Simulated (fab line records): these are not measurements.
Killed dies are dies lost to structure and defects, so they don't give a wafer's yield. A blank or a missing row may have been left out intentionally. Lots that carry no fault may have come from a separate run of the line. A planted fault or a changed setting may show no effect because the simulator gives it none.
Which of the tools did it? / flow n5-finfet / 12 lots (36 wafers sampled), 1 step of a 1938-step route

## WHAT THE GAUGES READ, wafer by wafer
N5_BEOL_M14_CD_MEAS_10: target cd 250 nm.
lot=L075; measured=day 11 00:50; on=cd-sem-02; cd-nm (nm)=245.9 250.1 249.8
lot=L076; measured=day 11 13:38; on=cd-sem-01; cd-nm (nm)=249.5 248.5 251.1
lot=L079; measured=day 12 05:59; on=cd-sem-02; cd-nm (nm)=249.6 252.0 248.6
lot=L082; measured=day 12 20:56; on=cd-sem-03; cd-nm (nm)=250.0 249.1 249.6
lot=L081; measured=day 13 00:23; on=cd-sem-02; cd-nm (nm)=252.9 250.1 248.2
lot=L086; measured=day 13 13:44; on=cd-sem-02; cd-nm (nm)=248.2 247.6 250.2
lot=L087; measured=day 14 02:47; on=cd-sem-02; cd-nm (nm)=250.8 247.3 246.2
lot=L089; measured=day 14 06:46; on=cd-sem-02; cd-nm (nm)=252.1 250.9 252.3
lot=L091; measured=day 15 05:38; on=cd-sem-03; cd-nm (nm)=249.2 251.8 250.2
lot=L093; measured=day 15 18:41; on=cd-sem-03; cd-nm (nm)=247.4 247.9 249.7
lot=L095; measured=day 16 02:10; on=cd-sem-01; cd-nm (nm)=249.0 248.6 252.6
lot=L096; measured=day 16 21:53; on=cd-sem-02; cd-nm (nm)=248.2 249.3 249.3

## WHAT TOOL EACH LOT RAN ON (gives the tool, then ch and the chambers of the sampled wafers, and finally the start)
The record shows no process step preceding these readings.

## THE ANSWER, worked out from the rows above alone
Rule: the usual values come from the lots themselves. The widest of any qualifying gaps counts: lots, ordered by their means at a reading, are off when they make up no more than a third of the lots, leave a main group of 4 or more, and stand apart from it by 3 or more times the standard deviation of that group's means. A main group whose means are all the same, to the digits that the tables above print for the reading, isn't used. Also off: a lot with no number at a reading for which 4 or more lots have one. Any other lot the step has rows for is counted as sound.
Nothing can be told from this: no lot is off at any reading shown.

## WHAT THE SIMULATOR PUT IN
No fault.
